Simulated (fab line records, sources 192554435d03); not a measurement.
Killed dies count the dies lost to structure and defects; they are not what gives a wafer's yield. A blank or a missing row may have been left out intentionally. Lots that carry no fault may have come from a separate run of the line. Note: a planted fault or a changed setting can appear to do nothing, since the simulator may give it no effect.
fab line records -- flow n5_finfet
[record] lots = 5, wafers = 15, last_day = 16
route steps=1938 shown MOL_CONTACT_COAG@621 BEOL_M0_SAQP@632 BEOL_M0@743 BEOL_M4@1111 PASSIVATION@1936
lots untouched by any fault: they come from a run of this same line in which no faults occurred
start_h: start of the lot's first displayed wafer, in hours after the record's first day -- wait_h: time in hours since the lot's previous step -- " same as the row above -- L1.1+2: a single row standing in for several wafers -- - either no value or no given start -- * or withheld: withheld -- < > ~ a bound
route shown NAME@n: names a module that has steps shown in the file, with the first one's number in the route -- usual: mean and standard deviation over wafers with no fault -- same: alike in all rows -- chamber/n: place in a boat -- sites: each site's reading -- _std_site: standard deviation of those values -- _edge_site: outer sites' mean less inner sites' -- radius_mm: for every site, how far away it sits from the centre of the wafer -- mask NAME#n: copy n -- behind: the last tool/chamber to shape the wafer -- hold: what put the lot on hold/how long, in hours/how the hold closed -- device: the n, p or np transistor that did not switch -- end of line: tests run on the same wafers once the route is complete -- a step without rows: its recipe alone -- killed: not the wafer's yield, but the dies lost to structure and defects at the first sort -- map: a wafer's dies, marking killed ones x, the rest . and places with no die _
set.NAME: the setting the step ran with; set.NAME@STEP: the setting that earlier step ran with -- model.NAME: the simulator's own value behind a step, which no gauge read
lots at selected steps of the route; one table per step, one row per wafer
services: when a tool's chamber went out of use (start_h, in hours from the record's first day, below 0 if earlier), for how many hours, and the reason
[[steps]]
[step N5_MOL_CONTACT_COAG_SRD_139]
[recipe] dry = ipa_marangoni, time_s = 30, temp_c = 23, rinse_liquid = diw
[step N5_MOL_CONTACT_COAG_PRE_CLEAN_121]
[recipe] gas = H2/He, time_s = *, temp_c = withheld
[step N5_MOL_CONTACT_COAG_CVD_140]
[recipe] material = W, target_thk_a = 665, mode = selective_fill, temp_c = 300, time_s = 215
[step N5_MOL_CONTACT_COAG_PRECLEAN_127]
[recipe] chemistry = DIW, time_s = 57.5, temp_c = 23
[step N5_MOL_CONTACT_COAG_SRD_128]
[recipe] dry_time_s = 32, dry = n2_spin, spin_rpm = 1500
[step N5_MOL_CONTACT_COAG_CMP_52]
[recipe] stop_on = SiO2, t_overpolish_s = 1.5, post_cmp_clean = w_dilute_nh4oh, down_force_psi = 4, platen_rpm = 50.289, pad_velocity_m_s = 1.0006, target_thk_nm = 66.5
[step N5_MOL_CONTACT_COAG_ANNEAL_112]
[recipe] temp_c = 400, time_s = 1800, ambient = HPD2, pressure_atm = 10
[step N5_BEOL_M0_SAQP_PECVD_00]
[recipe] material = SiCN, target_thk_a = 80, temp_c = withheld, precursor = 3MS/NH3, pressure_torr = 3, rf_w = 202, time_s = 14
[step N5_BEOL_M0_SAQP_ILD_DEP_01]
[recipe] material = SiOC, target_thk_a = 454.19, temp_c = 350, precursor = DEMS/O2, pressure_torr = 5, rf_w = 500, time_s = 8.7
[usual] heater_power_w = 488/68, showerhead_plenum_p_Torr = 5.698/0.013, throttle_valve_pct = 12.0/0.48
lot.wafer,tool,chamber,start_h,wait_h,heater_power_w,showerhead_plenum_p_Torr,throttle_valve_pct,model.SiOC_of_BEOL_M0_SAQP_ILD_DEP_01.thk_nm
L430.3,pecvd-01,0,142.14,0.0,429,5.677,11.5,46
L430.4,pecvd-01,2,142.14,0.0,491,5.708,11.8,48.6
L430.6,pecvd-01,1,142.14,0.0,587,5.719,12.1,45.8
L432.2,pecvd-01,2,144.84,0.0,469,5.706,12.4,47.6
L432.3,pecvd-01,1,144.84,0.0,589,5.702,12.1,44.6
L432.6,pecvd-01,0,144.84,0.0,420,5.673,11.6,45.6
L433.1,pecvd-01,2,150.88,0.0,483,5.713,12.4,44.8
L433.2,pecvd-01,0,150.88,0.0,443,5.687,11.4,48.4
L433.4,pecvd-01,1,150.88,0.0,604,5.699,12.3,49
L444.3,pecvd-01,2,216.19,0.0,511,5.704,12.2,44.8
L444.5,pecvd-01,0,216.19,0.0,382,5.676,11.4,46.2
L444.6,pecvd-01,2,216.19,0.0,523,5.708,12.1,45
L446.1,pecvd-02,0,229.69,0.0,547,5.693,12.8,44.6
L446.2,pecvd-02,2,229.69,0.0,402,5.697,11.6,44.8
L446.6,pecvd-02,1,229.69,0.0,524,5.682,12.2,45.8
[step N5_BEOL_M0_SAQP_HM_DEP_02]
[recipe] material = TiN, target_thk_a = 120, temp_c = 25, chamber_pressure_pa = 0.49996
[step N5_BEOL_M0_SAQP_PECVD_03]
[recipe] material = SiCN, target_thk_a = 120, temp_c = withheld, precursor = 3MS/NH3, pressure_torr = 3, rf_w = 202, time_s = 21.1
[step N5_BEOL_M0_SAQP_PECVD_96]
[recipe] material = a-Si, target_thk_a = 450, temp_c = 350, precursor = SiH4/He, pressure_torr = 3, rf_w = 100, time_s = 45.2
[step N5_BEOL_M0_SAQP_PECVD_97]
[recipe] material = SiNx, target_thk_a = 230, temp_c = 350, precursor = SiH4/NH3/N2, pressure_torr = 1.5, rf_w = 300, time_s = 19.9
[step N5_BEOL_M0_SAQP_PECVD_04]
[recipe] material = a-Si, target_thk_a = 600, temp_c = 350, precursor = SiH4/He, pressure_torr = 3, rf_w = 100, time_s = 60.2
[step N5_BEOL_M0_SAQP_HM_DEP_111]
[recipe] material = SiO2, target_thk_a = 120, temp_c = 400, precursor = SiH4/N2O, pressure_torr = 0.75, rf_w = 275, time_s = 7.2
[step N5_BEOL_M0_SAQP_COAT_81]
[recipe] resist = SOC, temp_c = 250, time_s = 60, spin_rpm = 1500, resist_thk_nm = 100
[step N5_BEOL_M0_SAQP_COAT_82]
[recipe] resist = SiARC, temp_c = 220, time_s = 60, spin_rpm = 1500, resist_thk_nm = 30
[step N5_BEOL_M0_SAQP_COAT_08]
[recipe] resist = CAR-ArF, spin_rpm = 1500, resist_thk_nm = 90
[step N5_BEOL_M0_SAQP_EBR_10]
[recipe] solvent = PGMEA, ebr_width_mm = 1.5
[step N5_BEOL_M0_SAQP_SOFTBAKE_09]
[recipe] temp_c = 110, time_s = 60, resist = CAR-ArF
[step N5_BEOL_M0_SAQP_EXPOSE_11]
[recipe] mask_id = M0_CORE, na = 1.35, source_shape = dipole, sigma_inner = 0.538, sigma_outer = 0.738, polarization = te, target_cd_nm = 42, dose_mj = 55
[step N5_BEOL_M0_SAQP_PEB_12]
[recipe] peb_temp_c = withheld, peb_time_s = 60, resist = CAR-ArF
[step N5_BEOL_M0_SAQP_DEVELOP_13]
[recipe] develop_time_s = 30, developer = TMAH, resist = CAR-ArF, dev_temp_c = 23, rinse_liquid = diw, dry = air_spin
[step N5_BEOL_M0_SAQP_DESCUM_19]
[recipe] chemistry = O2, time_s = 7.9, source_power_w = 50, bias_power_w = 20, pressure_mtorr = 20, rf_frequency_hz = 2.712e+07, temp_c = 40, resist = CAR-ArF, o2_flow_sccm = 225
[step N5_BEOL_M0_SAQP_ETCH_83]
[recipe] chemistry = CF4, target = SiARC, target_depth_a = 390, mask_material = CAR-ArF, time_s = 65, ion_energy_ev = 80, pressure_mtorr = 40, source_w = 545, bias_w = 36, Ar_flow_sccm = 100, cf4_flow_sccm = 100, ends = cleared
[step N5_BEOL_M0_SAQP_ETCH_84]
[recipe] chemistry = N2/H2, target = SOC, target_depth_a = 1000, overetch_a = 200, mask_material = SiARC, temp_c = 40, time_s = 150, ion_energy_ev = 200, pressure_mtorr = 30, source_w = 840, bias_w = 150, n2_flow_sccm = 200, h2_flow_sccm = 200
[step N5_BEOL_M0_SAQP_STRIP_80]
[recipe] chemistry = N2/H2, temp_c = 40, n2_flow_sccm = 200, h2_flow_sccm = 200, rf_frequency_hz = 6e+07
[step N5_BEOL_M0_SAQP_HM_OPEN_112]
[recipe] chemistry = CHF3/O2, target = SiO2, stop_on = a-Si, target_depth_a = 120, over_etch_frac = 1.25, mask_material = SOC, time_s = 13.5, pressure_mtorr = 30, source_w = 650, bias_w = 170, Ar_flow_sccm = 200, CHF3_flow_sccm = 50, O2_flow_sccm = 5, ion_energy_ev = 200, ends = end_point
[step N5_BEOL_M0_SAQP_STRIP_113]
[recipe] chemistry = CHF3/O2, resist = SiARC, rf_frequency_hz = 6e+07
[step N5_BEOL_M0_SAQP_MANDREL_ETCH_20]
[recipe] target_depth_a = 600, chemistry = HBr/Cl2, target = a-Si, stop_on = SiNx, bt_time_s = 10, mask_material = SOC, over_etch_frac = 0.5, time_s = 30, pressure_mtorr = 10, icp_w = 800, bias_w = 75, HBr_flow_sccm = 150, Cl2_flow_sccm = 80, ends = end_point
[step N5_BEOL_M0_SAQP_STRIP_86]
[recipe] chemistry = N2/H2, power_w = 500, temp_c = 40, pressure_mtorr = 50, rf_frequency_hz = 6e+07, overash_fraction = 0.3, bias_power_w = 28, h2_frac = 0.5, n2_flow_sccm = 300, h2_flow_sccm = 300
[step N5_BEOL_M0_SAQP_STRIP_115]
[recipe] chemistry = post_etch_residue_remover, time_s = 60, temp_c = 25, remover_ph = withheld, remover_water_wt_pct = withheld, remover_fluoride_wt_pct = withheld
[step N5_BEOL_M0_SAQP_SRD_93]
[recipe] dry = ipa_marangoni, time_s = 30, temp_c = 23, rinse_liquid = diw
[step N5_BEOL_M0_SAQP_RECESS_114]
[recipe] chemistry = HF/NH3, target = SiO2, target_depth_a = 144, afs_cycles = 3, temp_c = 30, sublimation_temp_c = 180, sublimation_time_s = 60
[step N5_BEOL_M0_CMP_120]
[recipe] stop_on = SiOC, t_overpolish_s = 6.9, down_force_psi = 1, platen_rpm = 50, clearing_platen_down_force_psi = 1.5, clearing_platen_rpm = 50, post_cmp_clean = cu_alkaline, clearing_platen_pad_velocity_m_s = 0.99484, pad_velocity_m_s = 0.99484
[usual] barrier_field_endpoint_s = 3.63/0.12, motor_current_A = 5.9/0.53, overpolish_run_s = 6.900/0.0086, platen_rpm = 50.00/0.032, slurry_filter_dp_kPa = 13.51/0.15, slurry_flow_ml_min = 150.0/0.46, time_to_endpoint_s = 62/3.5
[same] t_overpolish_s = 6.9
lot.wafer,tool,chamber,start_h,wait_h,barrier_field_endpoint_s,motor_current_A,overpolish_run_s,platen_rpm,slurry_filter_dp_kPa,slurry_flow_ml_min,time_to_endpoint_s,model.SiOC_of_BEOL_M0_SAQP_ILD_DEP_01.thk_nm
L430.4,cmp-02,0,156.37,0.7,3.58,6.3,6.907,49.97,13.58,149.0,58,42.6
L430.3,cmp-02,1,156.37,0.7,3.68,6.7,6.897,50.05,13.50,150.5,62,40
L430.6,cmp-02,3,156.37,0.7,3.67,5.4,6.913,50.01,13.48,149.9,59,39.6
L432.3,cmp-02,2,156.79,0.4,3.59,6.1,6.896,50.02,13.70,150.3,65,38.6
L432.2,cmp-02,1,156.79,0.4,3.82,6.2,6.897,49.98,13.53,149.3,66,41.4
L432.6,cmp-02,3,156.79,0.4,3.60,5.6,6.885,50.05,13.50,149.9,59,39.6
L433.4,cmp-01,1,163.80,0.2,3.53,5.8,6.919,49.99,13.41,149.8,64,43
L433.2,cmp-01,2,163.80,0.2,3.51,5.5,6.895,49.97,13.58,150.2,55,42.4
L433.1,cmp-01,3,163.80,0.2,3.59,7.0,6.883,50.01,13.57,149.9,61,38.6
L444.3,cmp-03,2,228.75,0.3,3.66,5.9,6.893,49.98,13.58,150.2,63,38.8
L444.6,cmp-03,3,228.75,0.3,3.71,5.9,6.892,49.97,13.26,149.5,57,39
L444.5,cmp-03,0,228.75,0.3,3.44,5.6,6.892,50.00,13.36,149.4,61,40
L446.1,cmp-01,0,241.42,0.3,3.62,5.9,6.891,50.01,13.40,149.9,61,38.6
L446.2,cmp-01,2,241.42,0.3,3.52,5.5,6.914,49.99,13.89,149.7,59,38.6
L446.6,cmp-01,1,241.42,0.3,3.74,6.0,6.898,49.98,13.44,149.9,66,39.6
[step N5_BEOL_M4_RC_MEAS_101]
[usual] DIBL_N = 35.8/1.8, DIBL_P = 35.6/2, IOFF_N = 0.148/0.028, IOFF_P = 0.20/0.034, ION_N = 672/12, ION_P = 462/8.5, SS_N = 71.2/0.65, SS_P = 73.1/0.67, VT_N = 251/3.3, VT_P = -251/3.8
lot.wafer,tool,chamber,start_h,wait_h,DIBL_N[mV/V],DIBL_P[mV/V],IOFF_N[nA/um],IOFF_P[nA/um],ION_N[uA/um],ION_P[uA/um],SS_N[mV/dec],SS_P[mV/dec],VT_N[mV],VT_P[mV]
L430.3,prober-01,0,199.54,0.3,35.2,36.5,0.132,0.17,638,442,71.7,72.6,254,-257
L430.4,prober-01,0,199.54,0.3,31.6,32.8,0.093,0.13,660,455,70.1,71.9,256,-259
L430.6,prober-01,0,199.54,0.3,34.8,36.1,0.130,0.17,670,458,70.1,72.0,254,-256
L433.1,prober-01,0,202.10,0.0,39.4,37.9,0.207,0.27,693,484,71.9,74.3,244,-243
L433.2,prober-01,0,202.10,0.0,36.9,35.3,0.155,0.22,672,468,71.6,73.5,251,-246
L433.4,prober-01,0,202.10,0.0,36.8,36.0,0.171,0.24,689,481,71.8,72.6,246,-244
L432.2,prober-02,0,203.90,0.2,34.6,33.3,0.128,0.19,672,465,70.6,71.7,251,-252
L432.3,prober-02,0,203.90,0.2,33.7,33.0,0.118,0.17,659,458,70.4,72.7,253,-253
L432.6,prober-02,0,203.90,0.2,33.9,33.1,0.118,0.17,670,466,70.5,72.6,252,-251
L444.3,prober-01,0,267.62,0.3,37.0,37.7,0.157,0.21,676,463,71.7,73.4,250,-252
L444.5,prober-01,0,267.62,0.3,37.7,38.0,0.160,0.20,668,460,71.7,74.1,251,-251
L444.6,prober-01,0,267.62,0.3,36.9,36.7,0.158,0.19,673,455,72.4,73.3,250,-253
L446.1,prober-02,0,282.93,0.0,37.1,35.0,0.162,0.19,674,450,71.5,73.4,251,-253
L446.2,prober-02,0,282.93,0.0,37.5,35.6,0.165,0.20,670,454,71.8,73.2,252,-251
L446.6,prober-02,0,282.93,0.0,37.9,36.2,0.174,0.20,669,453,71.5,73.8,252,-251
[step N5_PASSIVATION_PROBE_49]
[usual] defect_limited_yield = 91.3/1.5, killed_at_M0_to_M3 = 34/11, killed_at_M4_up = 14/6.1, killed_at_contacts = 12/5.9, killed_at_front_end = 39/11, killed_at_other = 4/3.3, killed_dies = 102/18, killed_on_rim = 13/3.8, killed_open = 67/13, killed_short = 33/7.9, sort_bin_5_function = 5.1/1, sort_bin_6_memory = 3.3/0.7, sort_bin_8_speed = 0.1/0.69, sort_n_pass = 1077/19, sort_yield_pct = 91.3/1.6
[same] gross_dies = 1180, killed_at_back_side = 0, sort_bin_4_leakage[%] = 0
lot.wafer,tool,chamber,start_h,wait_h,defect_limited_yield[%],killed_at_M0_to_M3,killed_at_M4_up,killed_at_contacts,killed_at_front_end,killed_at_other,killed_dies,killed_on_rim,killed_open,killed_short,sort_bin_5_function[%],sort_bin_6_memory[%],sort_bin_8_speed[%],sort_n_pass,sort_yield_pct[%]
L433.1,prober-01,-,298.42,0.0,91.5,27,22,7,40,4,100,12,71,27,4.3,3.8,0,1080,91.5
L433.2,prober-01,-,298.47,0.1,92.2,12,17,10,51,2,92,11,67,21,4.1,3.1,0,1088,92.2
L433.4,prober-01,-,298.57,0.2,89.8,21,25,11,61,2,120,15,82,37,5.9,3.8,0,1060,89.8
L446.1,prober-02,-,385.92,0.0,93.5,24,15,20,18,0,77,12,56,21,4.2,2.0,0,1103,93.5
L446.2,prober-02,-,385.97,0.1,92.7,25,17,21,22,1,86,14,62,22,4.2,2.8,0,1094,92.7
L446.6,prober-02,-,386.17,0.3,91.4,25,11,26,39,0,101,10,59,41,4.9,3.3,0,1079,91.4
// killed by level:class
L433.1 BEOL_M3:geometric_particle:open=11 FIN_SAQP:geometric_particle:open=10 STI_FIN_REVEAL:geometric_particle:open=8 BEOL_M1:geometric_particle:open=8 FIN_SAQP:geometric_particle:short=7 MOL_CONTACT_COAG:geometric_particle:open=6 STI_FIN_REVEAL:geometric_particle:short=5 BEOL_M2:geometric_particle:open=5
L433.2 FIN_SAQP:geometric_particle:open=21 MOL_CONTACT_COAG:geometric_particle:open=9 STI_FIN_REVEAL:geometric_particle:open=7 FIN_SAQP:geometric_particle:short=5 BEOL_M1:geometric_particle:open=5 BEOL_M4:geometric_particle:open=5 HKMG_FIN:area_etch=4 STI_FIN_REVEAL:geometric_particle:short=3
L433.4 STI_FIN_REVEAL:geometric_particle:open=19 FIN_SAQP:geometric_particle:open=16 MOL_CONTACT_COAG:geometric_particle:open=10 BEOL_M4:geometric_particle:open=9 FIN_SAQP:geometric_particle:short=8 BEOL_M1:geometric_particle:open=8 BEOL_M5:geometric_particle:open=5 STI_FIN_REVEAL:geometric_particle:short=4
L446.1 MOL_CONTACT_COAG:geometric_particle:open=17 BEOL_M0_SAQP:geometric_particle:open=7 BEOL_M4:geometric_particle:open=7 BEOL_M0_SAQP:geometric_particle:short=5 DUMMY_GATE:geometric_particle:open=4 GATE_CUT:geometric_particle:short=4 BEOL_M3:geometric_particle:open=4 STARTING-WAFER:geometric_particle:short=4
L446.2 MOL_CONTACT_COAG:geometric_particle:open=18 FIN_SAQP:geometric_particle:open=7 BEOL_M3:geometric_particle:open=7 BEOL_M4:geometric_particle:open=7 FIN_SAQP:geometric_particle:short=5 BEOL_M0_SAQP:geometric_particle:open=5 BEOL_M0_SAQP:geometric_particle:short=5 BEOL_M1:geometric_particle:open=3
L446.6 MOL_CONTACT_COAG:geometric_particle:open=18 FIN_SAQP:geometric_particle:short=7 MOL_CONTACT_COAG:geometric_particle:short=7 BEOL_M0_SAQP:geometric_particle:short=7 BEOL_M0_SAQP:geometric_particle:open=7 DUMMY_GATE:geometric_particle:open=4 GATE_CUT:geometric_particle:open=4 BEOL_M3:geometric_particle:open=4
[[services]]
tool,chamber,start_h,hours,kind
cmp-02,-,120.60,-,consumable_replace:conditioner
cmp-02,-,120.60,-,consumable_replace:pad
pecvd-01,-,124.78,0.8,repair
cmp-03,-,129.85,0.5,repair
cmp-02,-,136.64,2.2,repair
cmp-03,-,152.41,4.0,pm
cmp-01,-,153.65,4.2,pm
cmp-03,-,156.41,-,consumable_replace:conditioner
cmp-01,-,157.95,2.1,repair
pecvd-01,1,167.18,4.5,repair
cmp-01,-,189.59,0.3,repair
cmp-01,-,193.67,4.0,pm
cmp-01,-,197.67,-,consumable_replace:conditioner
cmp-01,-,197.67,-,consumable_replace:pad
cmp-03,-,203.49,4.3,repair
cmp-02,-,208.01,1.8,repair
cmp-01,-,218.47,1.5,repair
pecvd-01,-,219.34,6.0,pm
cmp-03,-,234.33,1.3,repair
pecvd-01,2,234.42,2.5,repair
pecvd-01,2,236.96,-,clean
pecvd-01,2,236.96,-,consumable_replace:showerhead
pecvd-01,2,236.96,29.0,scheduled_down
pecvd-01,2,236.96,29.0,vent_cycle
[[key]]
first_sign none at tools or gauges
[model_effect] step = N5_BEOL_M0_SAQP_ILD_DEP_01, value = SiOC_of_BEOL_M0_SAQP_ILD_DEP_01.thk_nm, without = 45.55, struck = 48.4
[model_effect] step = N5_BEOL_M0_CMP_120, value = SiOC_of_BEOL_M0_SAQP_ILD_DEP_01.thk_nm, without = 39.4, struck = 42.35
met_at N5_BEOL_M0_SAQP_ILD_DEP_01
struck_wafers L430.4,L432.2,L433.2,L433.4
[fault] kind = process_parameter_drift, tool = pecvd-01, chamber = -, onset_h = 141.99, steps = N5_BEOL_M0_SAQP_ILD_DEP_01, channel = time_s, offset = *, shape = step, end_h = 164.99, scope = struck_wafers_only, acts_in = *, stated = *
